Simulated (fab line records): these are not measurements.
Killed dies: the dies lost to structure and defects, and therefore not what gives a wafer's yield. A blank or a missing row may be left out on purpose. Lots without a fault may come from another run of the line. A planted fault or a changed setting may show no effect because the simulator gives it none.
Which tool did it? | flow n5-finfet | 19 lots, 57 wafers sampled, at 6 steps of a route of 1938

== WHAT THE GAUGES READ, wafer by wafer ==
The record holds no reading of a measuring or inspecting step that can be judged against a usual standard deviation.

== EACH LOT AND THE TOOL THAT RAN IT (in order: tool; ch and the chambers of the sampled wafers; start) ==
lot  | N5_GATE_CUT_ALD_22               | N5_GATE_CUT_CMP_23            | N5_MOL_CONTACT_COAG_ETCH_59        | N5_MOL_CONTACT_COAG_ALD_27        | N5_MOL_CONTACT_COAG_ETCHBACK_132   | N5_MOL_CONTACT_COAG_STRIP_96
L076 | ald-sin-01 ch 0,1,2, day 5 05:10 | cmp-01 ch 0,2, day 5 06:40    | rie-diel-01 ch 1,3, day 5 08:28    | ald-sin-03 ch 1,2,3, day 5 17:54  | rie-diel-01 ch 1,2, day 5 21:19    | rie-diel-01 ch 1,2, day 5 21:33
L077 | ald-sin-02 ch 0,2, day 5 07:56   | cmp-04 ch 0,1,3, day 5 09:26  | rie-diel-04 ch 2,3, day 5 11:03    | ald-sin-01 ch 2,3, day 5 18:41    | rie-diel-04 ch 1,3, day 5 21:59    | rie-diel-04 ch 1,3, day 5 22:13
L078 | ald-sin-02 ch 0,1,2, day 5 15:04 | cmp-02 ch 0,1,3, day 5 16:36  | rie-diel-04 ch 0,1, day 5 18:11    | ald-sin-01 ch 0,1,3, day 6 00:17  | rie-diel-03 ch 1,2,3, day 6 03:53  | rie-diel-03 ch 1,2,3, day 6 04:07
L079 | ald-sin-04 ch 0,2,3, day 6 00:01 | cmp-04 ch 0,1,2, day 6 01:33  | rie-diel-04 ch 1,3, day 6 03:07    | ald-sin-02 ch 1,3, day 6 10:04    | rie-diel-01 ch 0,1,3, day 6 13:37  | rie-diel-01 ch 0,1,3, day 6 13:50
L080 | ald-sin-02 ch 0,2,3, day 6 04:13 | cmp-01 ch 1,2,3, day 6 05:47  | rie-diel-01 ch 1,2,3, day 6 07:19  | ald-sin-03 ch 0,1,3, day 6 14:11  | rie-diel-04 ch 0,3, day 6 17:37    | rie-diel-04 ch 0,3, day 6 17:50
L081 | ald-sin-01 ch 0,1,2, day 6 10:50 | cmp-02 ch 0,2,3, day 6 12:19  | rie-diel-01 ch 0,1,3, day 6 13:58  | ald-sin-01 ch 0,1,2, day 6 21:27  | rie-diel-01 ch 0,1,3, day 7 01:21  | rie-diel-01 ch 0,1,3, day 7 01:34
L083 | ald-sin-02 ch 1,2,3, day 6 23:17 | cmp-02 ch 1,2, day 7 00:46    | rie-diel-01 ch 0,1, day 7 02:32    | ald-sin-01 ch 1,2,3, day 7 08:19  | rie-diel-04 ch 0,3, day 7 13:07    | rie-diel-04 ch 0,3, day 7 13:20
L086 | ald-sin-02 ch 1,3, day 7 18:53   | cmp-04 ch 0,1, day 7 20:25    | rie-diel-03 ch 0,1,3, day 7 21:52  | ald-sin-03 ch 1,2, day 8 07:27    | rie-diel-04 ch 1,2,3, day 8 11:35  | rie-diel-04 ch 1,2,3, day 8 11:48
L087 | ald-sin-01 ch 0,1,3, day 7 22:05 | cmp-04 ch 0,2,3, day 7 23:40  | rie-diel-04 ch 0,2, day 8 01:07    | ald-sin-02 ch 2,3, day 8 12:43    | rie-diel-04 ch 1,2,3, day 8 17:12  | rie-diel-04 ch 1,2,3, day 8 17:25
L088 | ald-sin-02 ch 0,1,2, day 8 06:51 | cmp-02 ch 0,1,3, day 8 08:23  | rie-diel-01 ch 0,1,2, day 8 09:50  | ald-sin-02 ch 1,3, day 8 15:29    | rie-diel-03 ch 0,3, day 8 20:37    | rie-diel-03 ch 0,3, day 8 20:50
L089 | ald-sin-01 ch 1,3, day 8 09:56   | cmp-04 ch 2,3, day 8 11:26    | rie-diel-01 ch 0,1,3, day 8 13:02  | ald-sin-01 ch 0,1,2, day 8 21:05  | rie-diel-01 ch 0,1,3, day 9 00:35  | rie-diel-01 ch 0,1,3, day 9 00:48
L090 | ald-sin-01 ch 1,2, day 8 16:02   | cmp-01 ch 0,1, day 8 17:32    | rie-diel-04 ch 1,2, day 8 19:03    | ald-sin-03 ch 0,1,3, day 9 03:47  | rie-diel-04 ch 0,1,2, day 9 07:53  | rie-diel-04 ch 0,1,2, day 9 08:07
L091 | ald-sin-02 ch 0,2,3, day 8 18:58 | cmp-01 ch 1,2, day 8 20:30    | rie-diel-03 ch 0,2, day 8 22:22    | ald-sin-01 ch 0,2, day 9 05:07    | rie-diel-01 ch 0,1,3, day 9 08:41  | rie-diel-01 ch 0,1,3, day 9 08:55
L092 | ald-sin-01 ch 0,3, day 9 03:17   | cmp-04 ch 1,2, day 9 04:55    | rie-diel-01 ch 1,3, day 9 06:43    | ald-sin-03 ch 0,2, day 9 14:31    | rie-diel-03 ch 0,2,3, day 9 18:40  | rie-diel-03 ch 0,2,3, day 9 18:53
L093 | ald-sin-01 ch 0,2, day 9 10:50   | cmp-02 ch 0,2,3, day 9 12:22  | rie-diel-03 ch 0,1, day 9 13:52    | ald-sin-02 ch 2,3, day 9 21:11    | rie-diel-01 ch 0,1, day 10 01:08   | rie-diel-01 ch 0,1, day 10 01:21
L094 | ald-sin-04 ch 1,3, day 9 17:37   | cmp-01 ch 0,3, day 9 19:07    | rie-diel-01 ch 0,1,2, day 9 20:44  | ald-sin-03 ch 1,3, day 10 02:59   | rie-diel-01 ch 0,1,3, day 10 06:19 | rie-diel-01 ch 0,1,3, day 10 06:32
L095 | ald-sin-01 ch 0,2,3, day 9 20:23 | cmp-02 ch 0,1,3, day 9 21:56  | rie-diel-01 ch 2,3, day 10 00:05   | ald-sin-03 ch 0,3, day 10 08:20   | rie-diel-03 ch 0,2,3, day 10 11:45 | rie-diel-03 ch 0,2,3, day 10 11:58
L096 | ald-sin-02 ch 0,2, day 10 08:31  | cmp-01 ch 0,2, day 10 10:09   | rie-diel-04 ch 0,1,2, day 10 11:37 | ald-sin-02 ch 0,3, day 10 18:39   | rie-diel-01 ch 0,1, day 10 22:41   | rie-diel-01 ch 0,1, day 10 22:55
L097 | ald-sin-02 ch 1,3, day 10 10:47  | cmp-02 ch 0,1,3, day 10 12:16 | rie-diel-04 ch 0,1,2, day 10 13:53 | ald-sin-03 ch 0,1,3, day 10 20:02 | rie-diel-03 ch 2,3, day 10 23:34   | rie-diel-03 ch 2,3, day 10 23:48
- N5_GATE_CUT_ALD_22: deposits SiNx, target thk 16 nm, pulse time 1 s, ald cycles 320.
- N5_GATE_CUT_CMP_23: polishes, stops on SiO2, t overpolish 23.4 s, target thk 16 nm.
- N5_MOL_CONTACT_COAG_ETCH_59: etches underlayer in N2/H2, target depth 13 nm, time 10.4 s.
- N5_MOL_CONTACT_COAG_ALD_27: deposits SiOC, target thk 17 nm, pulse time 1.5 s, time 2720 s.
- N5_MOL_CONTACT_COAG_ETCHBACK_132: etches SiO2 in CHF3, target depth 10 nm, time 6.7 s.
- N5_MOL_CONTACT_COAG_STRIP_96: strips in N2/H2.

== AS READ BY THE TOOLS THEMSELVES (means over the sampled wafers that have a number; for cases with no such wafer, the mark the record gives instead) ==
N5_GATE_CUT_ALD_22.
lot  | tool       | heater-power-w (W) | precursor-pulse-height-rel
L076 | ald-sin-01 | 954                | 1.020
L077 | ald-sin-02 | 813                | 1.006
L078 | ald-sin-02 | 818                | 1.009
L079 | ald-sin-04 | 876                | 1.005
L080 | ald-sin-02 | 825                | 1.010
L081 | ald-sin-01 | 952                | 1.004
L083 | ald-sin-02 | 857                | 0.996
L086 | ald-sin-02 | 846                | 0.990
L087 | ald-sin-01 | 982                | 0.993
L088 | ald-sin-02 | 818                | 1.000
L089 | ald-sin-01 | 884                | 1.011
L090 | ald-sin-01 | 838                | 1.026
L091 | ald-sin-02 | 815                | 0.995
L092 | ald-sin-01 | 972                | 1.005
L093 | ald-sin-01 | 909                | 0.999
L094 | ald-sin-04 | 863                | 0.998
L095 | ald-sin-01 | 938                | 0.997
L096 | ald-sin-02 | 808                | 0.997
L097 | ald-sin-02 | 848                | 1.017

N5_GATE_CUT_CMP_23.
lot  | tool   | motor-current-A (A) | overpolish-run-s (s) | retaining-ring-pressure-frac | time-to-endpoint-s (s)
L076 | cmp-01 | 9.3                 | 23.414               | 1.002                        | 21.3
L077 | cmp-04 | 9.1                 | 23.397               | 1.005                        | 19.3
L078 | cmp-02 | 10.1                | 23.391               | 0.996                        | 22.4
L079 | cmp-04 | 9.2                 | 23.400               | 0.995                        | 18.5
L080 | cmp-01 | 9.4                 | 23.395               | 1.005                        | 18.5
L081 | cmp-02 | 9.7                 | 23.401               | 1.007                        | 20.0
L083 | cmp-02 | 10.0                | 23.398               | 1.001                        | 20.5
L086 | cmp-04 | 9.4                 | 23.396               | 1.004                        | 18.6
L087 | cmp-04 | 9.3                 | 23.404               | 0.996                        | 19.7
L088 | cmp-02 | 9.6                 | 23.401               | 1.000                        | 18.9
L089 | cmp-04 | 9.4                 | 23.405               | 0.997                        | 19.3
L090 | cmp-01 | 9.3                 | 23.401               | 1.002                        | 17.5
L091 | cmp-01 | 9.7                 | 23.405               | 0.997                        | 20.3
L092 | cmp-04 | 9.6                 | 23.398               | 1.001                        | 19.4
L093 | cmp-02 | 10.1                | 23.397               | 0.998                        | 22.7
L094 | cmp-01 | 8.3                 | 23.403               | 1.000                        | 23.4
L095 | cmp-02 | 9.9                 | 23.407               | 0.996                        | 19.7
L096 | cmp-01 | 9.0                 | 23.397               | 1.000                        | 23.1
L097 | cmp-02 | 9.8                 | 23.403               | 1.004                        | 19.6

N5_MOL_CONTACT_COAG_ETCH_59.
lot  | tool        | bias-w (W) | drypump-motor-current-A (A) | etch-rf-on-time-s (s) | oes-product-au (a.u.) | rf-fwd-power-W (W) | rf-vpp-V (V) | showerhead-plenum-p-Torr (Torr) | throttle-valve-pct (%)
L076 | rie-diel-01 | 150.4      | 5.8                         | 10.27                 | 0.85                  | 820.4              | 522.4        | 2.49                            | 17.6
L077 | rie-diel-04 | 150.3      | 5.3                         | 10.45                 | 0.62                  | 818.2              | 519.6        | 2.42                            | 17.8
L078 | rie-diel-04 | 149.6      | 6.1                         | 10.70                 | 0.64                  | 819.2              | 524.4        | 2.58                            | 18.1
L079 | rie-diel-04 | 149.9      | 6.0                         | 10.92                 | 0.57                  | 815.6              | 523.6        | 2.55                            | 17.9
L080 | rie-diel-01 | 149.8      | 6.1                         | 10.31                 | 0.76                  | 819.3              | 521.7        | 2.47                            | 17.8
L081 | rie-diel-01 | 149.8      | 6.1                         | 10.23                 | 0.75                  | 820.2              | 523.7        | 2.53                            | 17.7
L083 | rie-diel-01 | 150.3      | 6.0                         | 10.51                 | 0.73                  | 819.5              | 523.7        | 2.53                            | 17.9
L086 | rie-diel-03 | 149.9      | 5.8                         | 10.69                 | 0.60                  | 819.4              | 523.3        | 2.56                            | 18.0
L087 | rie-diel-04 | 150.3      | 5.7                         | 10.51                 | 0.63                  | 820.5              | 522.7        | 2.46                            | 18.2
L088 | rie-diel-01 | 150.1      | 6.2                         | 10.49                 | 0.67                  | 819.5              | 522.7        | 2.52                            | 18.0
L089 | rie-diel-01 | 149.9      | 6.1                         | 10.47                 | 0.72                  | 816.9              | 523.9        | 2.52                            | 17.7
L090 | rie-diel-04 | 149.7      | 6.1                         | 10.62                 | 0.75                  | 818.8              | 524.0        | 2.55                            | 17.7
L091 | rie-diel-03 | 149.9      | 5.4                         | 10.34                 | 0.64                  | 819.3              | 520.9        | 2.44                            | 17.7
L092 | rie-diel-01 | 150.2      | 5.8                         | 10.28                 | 0.77                  | 820.2              | 522.9        | 2.48                            | 17.6
L093 | rie-diel-03 | 149.9      | 5.3                         | 10.63                 | 0.75                  | 817.4              | 523.7        | 2.55                            | 17.7
L094 | rie-diel-01 | 149.9      | 6.3                         | 10.41                 | 0.67                  | 820.2              | 523.2        | 2.51                            | 18.1
L095 | rie-diel-01 | 149.9      | 6.4                         | 10.38                 | 0.69                  | 818.9              | 521.5        | 2.44                            | 18.0
L096 | rie-diel-04 | 149.9      | 6.0                         | 10.60                 | 0.66                  | 820.5              | 523.0        | 2.52                            | 18.0
L097 | rie-diel-04 | 149.7      | 6.0                         | 10.61                 | 0.66                  | 819.7              | 522.5        | 2.52                            | 18.0

N5_MOL_CONTACT_COAG_ALD_27.
lot  | tool       | heater-power-w (W) | precursor-pulse-height-rel
L076 | ald-sin-03 | 857                | 1.006
L077 | ald-sin-01 | 866                | 1.011
L078 | ald-sin-01 | 973                | 1.000
L079 | ald-sin-02 | 853                | 1.008
L080 | ald-sin-03 | 907                | 0.980
L081 | ald-sin-01 | 971                | 1.001
L083 | ald-sin-01 | 880                | 1.011
L086 | ald-sin-03 | 860                | 1.020
L087 | ald-sin-02 | 856                | 1.008
L088 | ald-sin-02 | 862                | 0.988
L089 | ald-sin-01 | 960                | 0.986
L090 | ald-sin-03 | 917                | 0.987
L091 | ald-sin-01 | 921                | 1.001
L092 | ald-sin-03 | 895                | 0.989
L093 | ald-sin-02 | 859                | 1.009
L094 | ald-sin-03 | 916                | 0.984
L095 | ald-sin-03 | 959                | 1.000
L096 | ald-sin-02 | 811                | 1.036
L097 | ald-sin-03 | 914                | 1.011

N5_MOL_CONTACT_COAG_ETCHBACK_132.
lot  | tool        | CHF3_flow_sccm (sccm) | bias-w (W) | drypump-motor-current-A (A) | oes_ar_750_au (a.u.) | oes-product-au (a.u.) | rf-fwd-power-W (W) | rf-vpp-V (V) | showerhead-plenum-p-Torr (Torr) | throttle-valve-pct (%)
L076 | rie-diel-01 | 50.06                 | 169.6      | 6.0                         | 0.88                 | 0.90                  | 600.5              | 527          | 2.31                            | 18.77
L077 | rie-diel-04 | 50.05                 | 169.9      | 5.6                         | 0.70                 | 0.69                  | 601.8              | 540          | 2.33                            | 18.67
L078 | rie-diel-03 | 50.07                 | 169.3      | 5.7                         | 0.74                 | 0.73                  | 601.3              | 526          | 2.40                            | 18.59
L079 | rie-diel-01 | 50.02                 | 170.5      | 6.0                         | 0.87                 | 0.87                  | 601.2              | 522          | 2.38                            | 18.66
L080 | rie-diel-04 | 49.99                 | 169.5      | 5.7                         | 0.75                 | 0.75                  | 602.9              | 529          | 2.35                            | 18.94
L081 | rie-diel-01 | 50.09                 | 170.0      | 6.0                         | 0.86                 | 0.87                  | 599.6              | 522          | 2.38                            | 18.66
L083 | rie-diel-04 | 50.11                 | 169.9      | 5.5                         | 0.72                 | 0.72                  | 601.8              | 536          | 2.31                            | 18.80
L086 | rie-diel-04 | 50.02                 | 170.0      | 5.7                         | 0.79                 | 0.80                  | 603.1              | 540          | 2.33                            | 18.66
L087 | rie-diel-04 | 49.90                 | 169.6      | 5.7                         | 0.78                 | 0.79                  | 602.3              | 540          | 2.32                            | 18.66
L088 | rie-diel-03 | 50.03                 | 169.9      | 6.2                         | 0.71                 | 0.71                  | 599.7              | 523          | 2.38                            | 18.71
L089 | rie-diel-01 | 49.97                 | 170.0      | 6.0                         | 0.84                 | 0.84                  | 600.5              | 522          | 2.37                            | 18.68
L090 | rie-diel-04 | 49.84                 | 169.7      | 6.0                         | 0.79                 | 0.80                  | 604.4              | 533          | 2.37                            | 18.83
L091 | rie-diel-01 | 49.97                 | 170.1      | 6.0                         | 0.83                 | 0.83                  | 599.7              | 522          | 2.37                            | 18.69
L092 | rie-diel-03 | 49.93                 | 169.7      | 5.8                         | 0.72                 | 0.71                  | 601.2              | 525          | 2.33                            | 18.64
L093 | rie-diel-01 | 50.14                 | 169.7      | 6.0                         | 0.81                 | 0.82                  | 600.7              | 524          | 2.36                            | 18.84
L094 | rie-diel-01 | 49.93                 | 170.4      | 6.0                         | 0.82                 | 0.83                  | 600.3              | 522          | 2.37                            | 18.70
L095 | rie-diel-03 | 50.05                 | 169.8      | 5.8                         | 0.71                 | 0.71                  | 602.2              | 525          | 2.33                            | 18.64
L096 | rie-diel-01 | 50.10                 | 169.8      | 6.2                         | 0.75                 | 0.75                  | 601.4              | 518          | 2.41                            | 18.97
L097 | rie-diel-03 | 50.02                 | 170.0      | 5.7                         | 0.74                 | 0.74                  | 603.2              | 527          | 2.34                            | 18.55

N5_MOL_CONTACT_COAG_STRIP_96.
lot  | tool        | drypump-motor-current-A (A) | oes-product-au (a.u.) | power-w (W) | rf-vpp-V (V) | showerhead-plenum-p-Torr (Torr) | throttle-valve-pct (%)
L076 | rie-diel-01 | 6.1                         | 0.90                  | 498.1       | 121.8        | 3.28                            | 19.0
L077 | rie-diel-04 | 5.6                         | 0.70                  | 500.9       | 120.0        | 3.27                            | 18.8
L078 | rie-diel-03 | 5.7                         | 0.74                  | 501.2       | 121.8        | 3.40                            | 18.9
L079 | rie-diel-01 | 6.1                         | 0.89                  | 500.6       | 121.9        | 3.34                            | 18.6
L080 | rie-diel-04 | 5.7                         | 0.74                  | 500.2       | 120.7        | 3.31                            | 19.2
L081 | rie-diel-01 | 6.1                         | 0.87                  | 500.4       | 122.4        | 3.34                            | 18.6
L083 | rie-diel-04 | 5.5                         | 0.72                  | 499.1       | 120.8        | 3.24                            | 18.9
L086 | rie-diel-04 | 5.7                         | 0.80                  | 501.6       | 121.8        | 3.28                            | 18.9
L087 | rie-diel-04 | 5.7                         | 0.79                  | 498.8       | 121.5        | 3.28                            | 18.9
L088 | rie-diel-03 | 6.2                         | 0.70                  | 500.3       | 122.8        | 3.38                            | 19.2
L089 | rie-diel-01 | 6.0                         | 0.85                  | 499.8       | 121.7        | 3.33                            | 18.6
L090 | rie-diel-04 | 6.0                         | 0.80                  | 501.3       | 120.5        | 3.34                            | 19.2
L091 | rie-diel-01 | 6.1                         | 0.84                  | 501.3       | 121.5        | 3.33                            | 18.6
L092 | rie-diel-03 | 5.8                         | 0.71                  | 500.7       | 122.5        | 3.30                            | 19.0
L093 | rie-diel-01 | 6.0                         | 0.84                  | 501.3       | 122.0        | 3.34                            | 18.8
L094 | rie-diel-01 | 6.1                         | 0.83                  | 500.3       | 121.7        | 3.33                            | 18.6
L095 | rie-diel-03 | 5.8                         | 0.71                  | 499.6       | 122.3        | 3.30                            | 19.0
L096 | rie-diel-01 | 6.2                         | 0.76                  | 501.1       | 122.0        | 3.39                            | 19.0
L097 | rie-diel-03 | 5.7                         | 0.73                  | 500.7       | 121.4        | 3.30                            | 18.9

== THE ANSWER, worked out from the rows above alone ==
Rule: the usual values come from the lots themselves. The widest of any qualifying gaps counts: lots, ordered by their means at a reading, are off when they make up no more than a third of the lots, leave a main group of 4 or more, and stand apart from it by 3 or more times the standard deviation of that group's means. Not used: any main group whose means are identical at the precision the tables above print for the reading. Also off: a lot with no number at a reading for which 4 or more lots have one. Any other lot the step has rows for is counted as sound. First the gauges in route order, then the tools' own readings, where a lot's mean is used as printed above. At the first step where some lot is off, the reading lying furthest off is the one used; lots without a number count as furthest.
Across all readings shown, no lot is off: no conclusion can be drawn from this.

== WHAT THE SIMULATOR HAD PUT IN ==
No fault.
